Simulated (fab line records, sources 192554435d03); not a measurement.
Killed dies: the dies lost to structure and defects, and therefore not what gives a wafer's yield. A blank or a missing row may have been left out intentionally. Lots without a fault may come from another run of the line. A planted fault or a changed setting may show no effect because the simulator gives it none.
Chamber matching || flow n5_finfet || N5_MOL_CONTACT_COAG_ALD_131 on ald_sin-02: 4 sister chambers
The step deposits SiO2, target thk 5 nm, pulse time 1 s, co reactant pulse time 1 s. 7 wafers are shown with their chamber, then 7 later ones without.

== WAFERS PAIRED WITH THEIR CHAMBERS ==
{"wafer": "L078.4", "chamber": 3, "heater_power_w (W)": 69, "precursor_pulse_height_rel": 1.001}
{"wafer": "L079.6", "chamber": 2, "heater_power_w (W)": 70, "precursor_pulse_height_rel": 1.017}
{"wafer": "L085.2", "chamber": 1, "heater_power_w (W)": 89, "precursor_pulse_height_rel": 0.973}
{"wafer": "L085.4", "chamber": 0, "heater_power_w (W)": 67, "precursor_pulse_height_rel": 1.023}
{"wafer": "L085.6", "chamber": 2, "heater_power_w (W)": 69, "precursor_pulse_height_rel": 1.001}
{"wafer": "L086.4", "chamber": 1, "heater_power_w (W)": 90, "precursor_pulse_height_rel": 0.991}
{"wafer": "L086.5", "chamber": 0, "heater_power_w (W)": 67, "precursor_pulse_height_rel": 0.975}

== WAFERS MISSING THEIR CHAMBER ==
{"wafer": "L086.6", "heater_power_w (W)": 71, "precursor_pulse_height_rel": 0.977}
{"wafer": "L089.1", "heater_power_w (W)": 65, "precursor_pulse_height_rel": 1.010}
{"wafer": "L089.3", "heater_power_w (W)": 72, "precursor_pulse_height_rel": 0.988}
{"wafer": "L089.5", "heater_power_w (W)": 68, "precursor_pulse_height_rel": 0.995}
{"wafer": "L096.1", "heater_power_w (W)": 71, "precursor_pulse_height_rel": 1.016}
{"wafer": "L096.3", "heater_power_w (W)": 72, "precursor_pulse_height_rel": 1.019}
{"wafer": "L096.5", "heater_power_w (W)": 84, "precursor_pulse_height_rel": 0.991}

== THE CHAMBER EACH PASSED THROUGH ==
{"wafer": "L086.6", "from the rows above": "can't be placed: 2 or 3", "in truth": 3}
{"wafer": "L089.1", "from the rows above": 0, "in truth": 0}
{"wafer": "L089.3", "from the rows above": "can't be placed: 2 or 3", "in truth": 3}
{"wafer": "L089.5", "from the rows above": "can't be placed: 0 or 3 or 2", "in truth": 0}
{"wafer": "L096.1", "from the rows above": "can't be placed: 2 or 3", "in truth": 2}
{"wafer": "L096.3", "from the rows above": "can't be placed: 2 or 3", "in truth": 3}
{"wafer": "L096.5", "from the rows above": 1, "in truth": 1}
Correctly placed: 2 of 7. These rows do not allow placing 5 (true chamber among the candidates in 5). Wrongly placed: 0.
How it was worked out, from the rows above alone: a wafer's distance from a chamber is the root of the sum, over the readings, of the square of ((its reading less the chamber's mean) divided by the reading's scatter). If the next closest chamber is less than 2 further off than the closest, the wafer can't be placed; otherwise it belongs to the closest. For every chamber, the mean is computed from those of its wafers that are shown. The scatter is the square root of a quotient: the sum, over the shown wafers, of each reading's squared deviation from its chamber's mean, divided by wafers minus chambers.
